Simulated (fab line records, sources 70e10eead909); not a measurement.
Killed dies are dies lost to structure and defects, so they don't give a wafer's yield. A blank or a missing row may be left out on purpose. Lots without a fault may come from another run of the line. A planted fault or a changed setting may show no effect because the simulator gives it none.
Which tool did it? | flow nand_harc | 24 lots, 72 wafers sampled, at 6 steps of a route of 1302

WHAT THE GAUGES READ, wafer by wafer
The record holds no reading of a measuring or inspecting step that can be judged against a usual standard deviation.

WHICH TOOL RAN EACH LOT (tool, then ch and the chambers of the sampled wafers, then the start)
lot  | NHARC_A_CONTACT_ETCH_121             | NHARC_A_CONTACT_DEP_58          | NHARC_A_CONTACT_ETCH_126             | NHARC_A_CONTACT_ETCH_132             | NHARC_A_CONTACT_ETCH_137             | NHARC_A_CONTACT_CMP_20
L076 | har_cap_etch-03 ch 0,1, day 22 05:43 | pecvd-03 ch 1,2, day 22 11:46   | har_cap_etch-03 ch 0,1, day 22 14:31 | har_cap_etch-03 ch 0,1, day 22 15:35 | har_cap_etch-02 ch 0,1, day 23 01:17 | cmp-04 ch 0,1,2, day 23 05:15
L075 | har_cap_etch-02 ch 0,1, day 22 05:43 | pecvd-03 ch 0,1,2, day 22 14:02 | har_cap_etch-02 ch 0,1, day 22 16:50 | har_cap_etch-02 ch 0,1, day 22 17:54 | har_cap_etch-03 ch 0,1, day 23 02:34 | cmp-01 ch 0,3, day 23 06:01
L077 | har_cap_etch-02 ch 0,1, day 22 10:24 | pecvd-01 ch 1,2, day 22 17:10   | har_cap_etch-03 ch 0,1, day 22 20:02 | har_cap_etch-03 ch 0,1, day 22 21:06 | har_cap_etch-03 ch 0,1, day 23 08:19 | cmp-04 ch 0,1,3, day 23 11:38
L074 | har_cap_etch-01 ch 0,1, day 22 15:53 | pecvd-01 ch 0,1,2, day 23 00:48 | har_cap_etch-01 ch 0,1, day 23 03:37 | har_cap_etch-01 ch 0,1, day 23 04:40 | har_cap_etch-03 ch 0,1, day 23 13:32 | cmp-01 ch 0,2,3, day 23 17:02
L078 | har_cap_etch-01 ch 0,1, day 23 00:15 | pecvd-03 ch 0,1,2, day 23 11:14 | har_cap_etch-02 ch 0,1, day 23 14:20 | har_cap_etch-02 ch 0,1, day 23 15:24 | har_cap_etch-02 ch 0,1, day 23 22:03 | cmp-02 ch 0,1,2, day 24 01:26
L079 | har_cap_etch-02 ch 0,1, day 23 09:22 | pecvd-03 ch 0,2, day 23 16:44   | har_cap_etch-01 ch 0,1, day 23 19:31 | har_cap_etch-01 ch 0,1, day 23 20:34 | har_cap_etch-03 ch 0,1, day 24 05:23 | cmp-02 ch 1,2,3, day 24 08:41
L080 | har_cap_etch-01 ch 0,1, day 23 10:14 | pecvd-03 ch 1,2, day 23 17:10   | har_cap_etch-03 ch 0,1, day 23 20:30 | har_cap_etch-03 ch 0,1, day 23 21:34 | har_cap_etch-02 ch 0,1, day 24 05:53 | cmp-01 ch 0,1, day 24 09:28
L081 | har_cap_etch-01 ch 0,1, day 24 05:47 | pecvd-03 ch 0,1,2, day 24 12:08 | har_cap_etch-02 ch 0,1, day 24 14:58 | har_cap_etch-02 ch 0,1, day 24 16:02 | har_cap_etch-01 ch 0,1, day 24 22:55 | cmp-02 ch 0,2,3, day 25 02:22
L082 | har_cap_etch-03 ch 0,1, day 24 15:37 | pecvd-04 ch 1,2, day 24 21:28   | har_cap_etch-03 ch 0, day 25 00:30   | har_cap_etch-03 ch 0, day 25 01:33   | har_cap_etch-01 ch 1, day 25 08:18   | cmp-01 ch 0,1, day 25 11:38
L083 | har_cap_etch-02 ch 0,1, day 25 04:23 | pecvd-01 ch 0,1,2, day 25 10:08 | har_cap_etch-03 ch 0,1, day 25 12:59 | har_cap_etch-03 ch 0,1, day 25 14:02 | har_cap_etch-03 ch 0,1, day 25 21:55 | cmp-01 ch 1,2,3, day 26 01:32
L084 | har_cap_etch-02 ch 0,1, day 25 16:03 | pecvd-04 ch 0,1,2, day 25 22:07 | har_cap_etch-01 ch 0,1, day 26 00:56 | har_cap_etch-01 ch 0,1, day 26 02:00 | har_cap_etch-02 ch 0,1, day 26 09:41 | cmp-02 ch 0,2,3, day 26 14:46
L086 | har_cap_etch-01 ch 0,1, day 25 16:17 | pecvd-04 ch 0,1, day 25 23:10   | har_cap_etch-03 ch 0,1, day 26 02:17 | har_cap_etch-03 ch 0,1, day 26 03:42 | har_cap_etch-03 ch 0,1, day 26 11:14 | cmp-04 ch 1,2, day 26 15:37
L085 | har_cap_etch-02 ch 0,1, day 26 00:16 | pecvd-03 ch 0,1,2, day 26 06:40 | har_cap_etch-01 ch 0,1, day 26 09:34 | har_cap_etch-01 ch 0,1, day 26 10:37 | har_cap_etch-02 ch 0,1, day 26 18:32 | cmp-01 ch 0,1,3, day 26 21:48
L087 | har_cap_etch-01 ch 0,1, day 26 12:56 | pecvd-04 ch 0,1,2, day 26 19:41 | har_cap_etch-03 ch 0,1, day 26 22:32 | har_cap_etch-03 ch 0,1, day 26 23:36 | har_cap_etch-01 ch 0,1, day 27 07:53 | cmp-02 ch 0,3, day 27 11:38
L089 | har_cap_etch-02 ch 0,1, day 27 11:42 | pecvd-03 ch 0,2, day 27 17:25   | har_cap_etch-02 ch 0,1, day 27 21:37 | har_cap_etch-02 ch 0,1, day 27 22:41 | har_cap_etch-03 ch 0,1, day 28 07:55 | cmp-02 ch 0,1,3, day 28 11:23
L088 | har_cap_etch-03 ch 0,1, day 27 12:44 | pecvd-01 ch 1,2, day 27 18:33   | har_cap_etch-01 ch 0,1, day 27 21:28 | har_cap_etch-01 ch 0,1, day 27 22:32 | har_cap_etch-02 ch 0,1, day 28 06:01 | cmp-04 ch 0,1,2, day 28 09:23
L091 | har_cap_etch-03 ch 0,1, day 28 02:19 | pecvd-04 ch 1,2, day 28 10:37   | har_cap_etch-01 ch 0,1, day 28 13:38 | har_cap_etch-01 ch 0,1, day 28 14:41 | har_cap_etch-02 ch 0,1, day 28 22:40 | cmp-04 ch 1,2,3, day 29 02:19
L090 | har_cap_etch-01 ch 0,1, day 28 03:09 | pecvd-01 ch 0,2, day 28 11:30   | har_cap_etch-02 ch 0,1, day 28 14:20 | har_cap_etch-02 ch 0,1, day 28 15:23 | har_cap_etch-03 ch 0,1, day 28 23:50 | cmp-04 ch 0,1,2, day 29 03:28
L092 | har_cap_etch-03 ch 1, day 28 21:33   | pecvd-03 ch 0,2, day 29 04:30   | har_cap_etch-02 ch 0,1, day 29 07:22 | har_cap_etch-02 ch 0,1, day 29 08:47 | har_cap_etch-03 ch 0,1, day 29 15:29 | cmp-04 ch 0,2, day 29 18:51
L093 | har_cap_etch-01 ch 0,1, day 28 23:54 | pecvd-03 ch 0,1,2, day 29 12:00 | har_cap_etch-01 ch 0,1, day 29 14:48 | har_cap_etch-01 ch 0,1, day 29 15:52 | har_cap_etch-02 ch 0,1, day 29 22:53 | cmp-04 ch 1,2, day 30 02:05
L094 | har_cap_etch-03 ch 0,1, day 30 02:42 | pecvd-01 ch 0,1,2, day 30 08:26 | har_cap_etch-03 ch 0,1, day 30 11:38 | har_cap_etch-03 ch 0,1, day 30 12:42 | har_cap_etch-03 ch 0,1, day 30 19:23 | cmp-02 ch 0,1,3, day 30 22:45
L095 | har_cap_etch-01 ch 0,1, day 30 04:44 | pecvd-01 ch 1,2, day 30 10:51   | har_cap_etch-01 ch 0,1, day 30 13:40 | har_cap_etch-01 ch 0,1, day 30 14:44 | har_cap_etch-01 ch 0,1, day 30 21:14 | cmp-04 ch 0,2,3, day 31 00:35
L096 | har_cap_etch-02 ch 1, day 30 09:26   | pecvd-04 ch 0,1,2, day 30 15:31 | har_cap_etch-02 ch 0,1, day 30 18:20 | har_cap_etch-02 ch 0,1, day 30 19:25 | har_cap_etch-01 ch 0,1, day 31 06:38 | cmp-02 ch 0,3, day 31 09:56
L097 | har_cap_etch-03 ch 0,1, day 31 02:55 | pecvd-01 ch 1,2, day 31 09:09   | har_cap_etch-03 ch 0,1, day 31 11:55 | har_cap_etch-03 ch 0,1, day 31 12:58 | har_cap_etch-03 ch 0,1, day 31 21:07 | cmp-02 ch 0,2,3, day 32 00:22
- NHARC_A_CONTACT_ETCH_121: etches the open film in C4F8/O2/Ar, time 190 s, target depth 1850 nm.
- NHARC_A_CONTACT_DEP_58: deposits SiON, target thk 90 nm.
- NHARC_A_CONTACT_ETCH_126: etches the open film in C4F8/O2/Ar, time 197 s, target depth 1918 nm.
- NHARC_A_CONTACT_ETCH_132: etches the open film in C4F8/O2/Ar, time 197 s, target depth 1924 nm.
- NHARC_A_CONTACT_ETCH_137: etches the open film in C4F8/O2/Ar, time 311 s, target depth 1912 nm.
- NHARC_A_CONTACT_CMP_20: polishes, t overpolish 30 s, target thk 300 nm.

WHAT THE TOOLS THEMSELVES READ (means of the sampled wafers that have a number; where no wafer has one, the mark that the record gives instead)
NHARC_A_CONTACT_ETCH_121.
lot  | tool            | oes_air_line_au (a.u.)
L076 | har_cap_etch-03 | 1.004
L075 | har_cap_etch-02 | 1.006
L077 | har_cap_etch-02 | 1.018
L074 | har_cap_etch-01 | 0.993
L078 | har_cap_etch-01 | 1.003
L079 | har_cap_etch-02 | 0.992
L080 | har_cap_etch-01 | 0.978
L081 | har_cap_etch-01 | 0.993
L082 | har_cap_etch-03 | 1.013
L083 | har_cap_etch-02 | 1.006
L084 | har_cap_etch-02 | 1.000
L086 | har_cap_etch-01 | 0.987
L085 | har_cap_etch-02 | 1.004
L087 | har_cap_etch-01 | 0.997
L089 | har_cap_etch-02 | 1.009
L088 | har_cap_etch-03 | 1.018
L091 | har_cap_etch-03 | 1.006
L090 | har_cap_etch-01 | 0.992
L092 | har_cap_etch-03 | 0.985
L093 | har_cap_etch-01 | 0.993
L094 | har_cap_etch-03 | 0.993
L095 | har_cap_etch-01 | 0.990
L096 | har_cap_etch-02 | 1.018
L097 | har_cap_etch-03 | 0.998

NHARC_A_CONTACT_DEP_58.
lot  | tool     | heater_power_w (W)
L076 | pecvd-03 | 853
L075 | pecvd-03 | 804
L077 | pecvd-01 | 767
L074 | pecvd-01 | 847
L078 | pecvd-03 | 799
L079 | pecvd-03 | 713
L080 | pecvd-03 | 842
L081 | pecvd-03 | 785
L082 | pecvd-04 | 796
L083 | pecvd-01 | 843
L084 | pecvd-04 | 752
L086 | pecvd-04 | 776
L085 | pecvd-03 | 767
L087 | pecvd-04 | 706
L089 | pecvd-03 | 748
L088 | pecvd-01 | 837
L091 | pecvd-04 | 734
L090 | pecvd-01 | 859
L092 | pecvd-03 | 709
L093 | pecvd-03 | 819
L094 | pecvd-01 | 793
L095 | pecvd-01 | 843
L096 | pecvd-04 | 720
L097 | pecvd-01 | 812

NHARC_A_CONTACT_ETCH_126.
lot  | tool            | oes_air_line_au (a.u.)
L076 | har_cap_etch-03 | 1.004
L075 | har_cap_etch-02 | 0.996
L077 | har_cap_etch-03 | 0.990
L074 | har_cap_etch-01 | 1.017
L078 | har_cap_etch-02 | 0.998
L079 | har_cap_etch-01 | 1.030
L080 | har_cap_etch-03 | 0.979
L081 | har_cap_etch-02 | 0.986
L082 | har_cap_etch-03 | 0.993
L083 | har_cap_etch-03 | 1.007
L084 | har_cap_etch-01 | 0.993
L086 | har_cap_etch-03 | 0.984
L085 | har_cap_etch-01 | 0.988
L087 | har_cap_etch-03 | 0.992
L089 | har_cap_etch-02 | 0.995
L088 | har_cap_etch-01 | 1.003
L091 | har_cap_etch-01 | 0.992
L090 | har_cap_etch-02 | 1.020
L092 | har_cap_etch-02 | 1.020
L093 | har_cap_etch-01 | 0.985
L094 | har_cap_etch-03 | 0.979
L095 | har_cap_etch-01 | 0.994
L096 | har_cap_etch-02 | 0.986
L097 | har_cap_etch-03 | 0.993

NHARC_A_CONTACT_ETCH_132.
lot  | tool            | oes_air_line_au (a.u.)
L076 | har_cap_etch-03 | 1.005
L075 | har_cap_etch-02 | 1.011
L077 | har_cap_etch-03 | 1.008
L074 | har_cap_etch-01 | 1.017
L078 | har_cap_etch-02 | 1.010
L079 | har_cap_etch-01 | 0.995
L080 | har_cap_etch-03 | 0.999
L081 | har_cap_etch-02 | 0.995
L082 | har_cap_etch-03 | 1.003
L083 | har_cap_etch-03 | 1.028
L084 | har_cap_etch-01 | 1.016
L086 | har_cap_etch-03 | 1.004
L085 | har_cap_etch-01 | 1.025
L087 | har_cap_etch-03 | 1.018
L089 | har_cap_etch-02 | 1.005
L088 | har_cap_etch-01 | 1.013
L091 | har_cap_etch-01 | 0.997
L090 | har_cap_etch-02 | 0.987
L092 | har_cap_etch-02 | 1.018
L093 | har_cap_etch-01 | 1.014
L094 | har_cap_etch-03 | 1.003
L095 | har_cap_etch-01 | 1.000
L096 | har_cap_etch-02 | 0.986
L097 | har_cap_etch-03 | 1.002

NHARC_A_CONTACT_ETCH_137.
lot  | tool            | oes_air_line_au (a.u.)
L076 | har_cap_etch-02 | 0.985
L075 | har_cap_etch-03 | 0.986
L077 | har_cap_etch-03 | 1.010
L074 | har_cap_etch-03 | 0.990
L078 | har_cap_etch-02 | 1.005
L079 | har_cap_etch-03 | 1.020
L080 | har_cap_etch-02 | 0.996
L081 | har_cap_etch-01 | 0.992
L082 | har_cap_etch-01 | 0.973
L083 | har_cap_etch-03 | 1.012
L084 | har_cap_etch-02 | 0.999
L086 | har_cap_etch-03 | 1.018
L085 | har_cap_etch-02 | 1.001
L087 | har_cap_etch-01 | 0.998
L089 | har_cap_etch-03 | 1.003
L088 | har_cap_etch-02 | 1.027
L091 | har_cap_etch-02 | 1.003
L090 | har_cap_etch-03 | 1.031
L092 | har_cap_etch-03 | 1.009
L093 | har_cap_etch-02 | 0.997
L094 | har_cap_etch-03 | 1.002
L095 | har_cap_etch-01 | 1.011
L096 | har_cap_etch-01 | 0.999
L097 | har_cap_etch-03 | 0.978

NHARC_A_CONTACT_CMP_20.
lot  | tool   | motor_current_A (A) | overpolish_run_s (s) | time_to_endpoint_s (s)
L076 | cmp-04 | 11.6                | 30.004               | 62
L075 | cmp-01 | 12.7                | 30.004               | 59
L077 | cmp-04 | 12.0                | 30.006               | 60
L074 | cmp-01 | 11.2                | 30.003               | 61
L078 | cmp-02 | 12.2                | 29.997               | 62
L079 | cmp-02 | 12.8                | 30.003               | 62
L080 | cmp-01 | 12.1                | 29.993               | 61
L081 | cmp-02 | 12.1                | 29.992               | 64
L082 | cmp-01 | 12.6                | 30.009               | 62
L083 | cmp-01 | 11.0                | 30.001               | 59
L084 | cmp-02 | 11.8                | 29.999               | 65
L086 | cmp-04 | 12.3                | 29.993               | 62
L085 | cmp-01 | 11.7                | 30.001               | 61
L087 | cmp-02 | 12.4                | 29.994               | 63
L089 | cmp-02 | 12.4                | 29.998               | 61
L088 | cmp-04 | 12.0                | 29.985               | 62
L091 | cmp-04 | 11.9                | 29.993               | 58
L090 | cmp-04 | 11.6                | 30.004               | 58
L092 | cmp-04 | 11.5                | 30.002               | 62
L093 | cmp-04 | 12.8                | 29.985               | 56
L094 | cmp-02 | 12.4                | 30.007               | 61
L095 | cmp-04 | 11.6                | 29.998               | 64
L096 | cmp-02 | 11.3                | 29.998               | 58
L097 | cmp-02 | 11.9                | 30.002               | 59

THE ANSWER, worked out from the rows above alone
Rule: what is usual is taken from the lots themselves. Put in order of their means at a reading, lots are off if they are a third of the lots or fewer, leave a main group of 4 or more, and stand apart from it by a gap of 3 or more times the standard deviation of the main group's means; of several such gaps the widest counts. A main group whose means are all the same, to the digits that the tables above print for the reading, isn't used. A lot without any number at a reading at which 4 lots or more have one is off too. The other lots that the step has rows for count as sound. The gauges are gone through in route order, then the tools' own readings, and for those a lot's mean is taken as printed above. The first step at which some lot is off is used, and at that step the reading that is off furthest; a lot without a number counts as furthest.
No lot is off at any reading shown: from this, nothing can be told.

WHAT THE SIMULATOR HAD PUT IN
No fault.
